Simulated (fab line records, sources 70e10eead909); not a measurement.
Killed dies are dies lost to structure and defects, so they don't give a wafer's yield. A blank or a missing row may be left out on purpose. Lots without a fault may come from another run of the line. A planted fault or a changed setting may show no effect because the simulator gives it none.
Which tool did it? | flow nand_harc | 15 lots, 45 wafers sampled, at 4 steps of a route of 1302

WHAT THE GAUGES READ, wafer by wafer
The record holds no reading of a measuring or inspecting step that can be judged against a usual standard deviation.

WHICH TOOL RAN EACH LOT (tool, then ch and the chambers of the sampled wafers, then the start)
lot  | NHARC_P_M2_DEGAS_29          | NHARC_P_M2_ANNEAL_31             | NHARC_P_M2_CMP_23             | NHARC_P_BONDPAD_EXPOSE_06
L919 | pvd_sputter-03, day 6 15:06  | rtp_anneal-02 ch 0, day 6 15:53  | cmp-03 ch 1,2,3, day 6 16:13  | krf_scanner-02 ch 0, day 6 18:17
L920 | pvd_sputter-01, day 6 23:34  | rtp_anneal-01 ch 0, day 7 00:33  | cmp-04 ch 0,2,3, day 7 00:54  | krf_scanner-03 ch 0, day 7 02:59
L921 | pvd_sputter-03, day 7 04:22  | rtp_anneal-02 ch 0, day 7 05:07  | cmp-02 ch 0,1, day 7 05:28    | krf_scanner-03 ch 0, day 7 07:28
L922 | pvd_sputter-03, day 7 15:42  | rtp_anneal-02 ch 0, day 7 16:35  | cmp-04 ch 1,2,3, day 7 16:57  | krf_scanner-02 ch 0, day 7 19:02
L925 | pvd_sputter-03, day 8 21:04  | rtp_anneal-02 ch 0, day 8 21:51  | cmp-02 ch 2,3, day 8 22:08    | krf_scanner-02 ch 0, day 9 00:14
L926 | pvd_sputter-03, day 9 18:45  | rtp_anneal-01 ch 0, day 9 19:29  | cmp-02 ch 1,2,3, day 9 19:50  | krf_scanner-03 ch 0, day 9 21:56
L927 | pvd_sputter-02, day 9 23:23  | rtp_anneal-01 ch 0, day 10 00:07 | cmp-04 ch 0,1,3, day 10 00:29 | krf_scanner-03 ch 0, day 10 02:25
L931 | pvd_sputter-01, day 11 08:58 | rtp_anneal-02 ch 0, day 11 09:44 | cmp-04 ch 0,1,3, day 11 10:05 | krf_scanner-01 ch 0, day 11 12:12
L935 | pvd_sputter-02, day 13 05:56 | rtp_anneal-01 ch 0, day 13 06:51 | cmp-04 ch 1,2,3, day 13 07:07 | krf_scanner-02, day 13 09:08
L936 | pvd_sputter-03, day 13 13:49 | rtp_anneal-02 ch 0, day 13 14:32 | cmp-02 ch 0,2,3, day 13 14:57 | krf_scanner-02, day 13 17:00
L937 | pvd_sputter-02, day 13 20:34 | rtp_anneal-02 ch 0, day 13 21:24 | cmp-03 ch 1,3, day 13 21:59   | krf_scanner-02, day 13 23:56
L940 | pvd_sputter-02, day 15 01:03 | rtp_anneal-02 ch 0, day 15 01:47 | cmp-04 ch 1,3, day 15 02:08   | krf_scanner-01 ch 0, day 15 04:12
L939 | pvd_sputter-03, day 15 01:30 | rtp_anneal-02 ch 0, day 15 02:13 | cmp-03 ch 0,1,2, day 15 02:34 | krf_scanner-02 ch 0, day 15 04:40
L941 | pvd_sputter-01, day 15 17:42 | rtp_anneal-02 ch 0, day 15 18:26 | cmp-04 ch 0,1,2, day 15 18:51 | krf_scanner-02 ch 0, day 15 20:46
L942 | pvd_sputter-03, day 15 22:56 | rtp_anneal-01 ch 0, day 15 23:43 | cmp-03 ch 0,2,3, day 16 00:01 | krf_scanner-02 ch 0, day 16 01:59
- NHARC_P_M2_DEGAS_29: time 60 s.
- NHARC_P_M2_ANNEAL_31: time 90 s.
- NHARC_P_M2_CMP_23: polishes, t overpolish 20 s, target thk 144.3 nm.
- NHARC_P_BONDPAD_EXPOSE_06: exposes mask P BPAD.

WHAT THE TOOLS THEMSELVES READ (means of the sampled wafers that have a number; where no wafer has one, the mark that the record gives instead)
NHARC_P_M2_DEGAS_29.
lot  | tool           | heater_power_w (W)
L919 | pvd_sputter-03 | 329
L920 | pvd_sputter-01 | 315
L921 | pvd_sputter-03 | 302
L922 | pvd_sputter-03 | 334
L925 | pvd_sputter-03 | 311
L926 | pvd_sputter-03 | 334
L927 | pvd_sputter-02 | 364
L931 | pvd_sputter-01 | 322
L935 | pvd_sputter-02 | 359
L936 | pvd_sputter-03 | 296
L937 | pvd_sputter-02 | 302
L940 | pvd_sputter-02 | 325
L939 | pvd_sputter-03 | 338
L941 | pvd_sputter-01 | 326
L942 | pvd_sputter-03 | 324

NHARC_P_M2_ANNEAL_31.
lot  | tool          | wafer_temp_C_max
L919 | rtp_anneal-02 | 226.07
L920 | rtp_anneal-01 | 226.23
L921 | rtp_anneal-02 | 226.44
L922 | rtp_anneal-02 | 226.18
L925 | rtp_anneal-02 | 226.17
L926 | rtp_anneal-01 | 226.32
L927 | rtp_anneal-01 | 226.39
L931 | rtp_anneal-02 | 226.15
L935 | rtp_anneal-01 | 226.30
L936 | rtp_anneal-02 | 226.54
L937 | rtp_anneal-02 | 226.01
L940 | rtp_anneal-02 | 226.18
L939 | rtp_anneal-02 | 226.37
L941 | rtp_anneal-02 | 226.35
L942 | rtp_anneal-01 | 226.39

NHARC_P_M2_CMP_23.
lot  | tool   | motor_current_A (A) | retaining_ring_pressure_frac | time_to_endpoint_s (s)
L919 | cmp-03 | 11.5                | 0.995                        | 26
L920 | cmp-04 | 11.2                | 0.994                        | 23
L921 | cmp-02 | 10.6                | 0.996                        | 30
L922 | cmp-04 | 12.4                | 1.000                        | 25
L925 | cmp-02 | 10.4                | 1.002                        | 26
L926 | cmp-02 | 11.5                | 0.997                        | 26
L927 | cmp-04 | 12.2                | 1.003                        | 26
L931 | cmp-04 | 12.4                | 1.001                        | 27
L935 | cmp-04 | 12.2                | 1.000                        | 29
L936 | cmp-02 | 10.7                | 1.001                        | 25
L937 | cmp-03 | 10.4                | 0.998                        | 28
L940 | cmp-04 | 13.8                | 0.997                        | 25
L939 | cmp-03 | 11.9                | 0.998                        | 33
L941 | cmp-04 | 12.0                | 1.001                        | 26
L942 | cmp-03 | 11.0                | 0.999                        | 33

NHARC_P_BONDPAD_EXPOSE_06.
lot  | tool           | exposure_dose_mJ_cm2 | focus_offset_nm (nm) | stage_vel_mm_s (mm/s)
L919 | krf_scanner-02 | 37.07                | 0.3                  | 499.89
L920 | krf_scanner-03 | 37.03                | 0.5                  | 500.42
L921 | krf_scanner-03 | 37.12                | -0.1                 | 500.05
L922 | krf_scanner-02 | 37.06                | 0.2                  | 499.78
L925 | krf_scanner-02 | 37.06                | 0.3                  | 500.20
L926 | krf_scanner-03 | 37.05                | -0.1                 | 500.06
L927 | krf_scanner-03 | 37.10                | -0.1                 | 500.12
L931 | krf_scanner-01 | 37.02                | 0.4                  | 499.79
L935 | krf_scanner-02 | -                    | -                    | -
L936 | krf_scanner-02 | -                    | -                    | -
L937 | krf_scanner-02 | -                    | -                    | -
L940 | krf_scanner-01 | 37.10                | -0.6                 | 500.41
L939 | krf_scanner-02 | 37.08                | 0.5                  | 500.08
L941 | krf_scanner-02 | 37.05                | -0.2                 | 499.94
L942 | krf_scanner-02 | 37.12                | 0.2                  | 500.05

THE ANSWER, worked out from the rows above alone
Rule: what is usual is taken from the lots themselves. Put in order of their means at a reading, lots are off if they are a third of the lots or fewer, leave a main group of 4 or more, and stand apart from it by a gap of 3 or more times the standard deviation of the main group's means; of several such gaps the widest counts. A main group whose means are all the same, to the digits that the tables above print for the reading, isn't used. A lot without any number at a reading at which 4 lots or more have one is off too. The other lots that the step has rows for count as sound. The gauges are gone through in route order, then the tools' own readings, and for those a lot's mean is taken as printed above. The first step at which some lot is off is used, and at that step the reading that is off furthest; a lot without a number counts as furthest.
Off: L935, L936, L937, at NHARC_P_BONDPAD_EXPOSE_06 (exposure_dose_mJ_cm2). Without a number there: L935, L936, L937. The main group: mean 37.07, standard deviation 0.032.
A tool fits if, at that step or a process step before it, it ran every lot that is off, and no sound lot after the first of them. None of those tried fits.

WHAT THE SIMULATOR HAD PUT IN
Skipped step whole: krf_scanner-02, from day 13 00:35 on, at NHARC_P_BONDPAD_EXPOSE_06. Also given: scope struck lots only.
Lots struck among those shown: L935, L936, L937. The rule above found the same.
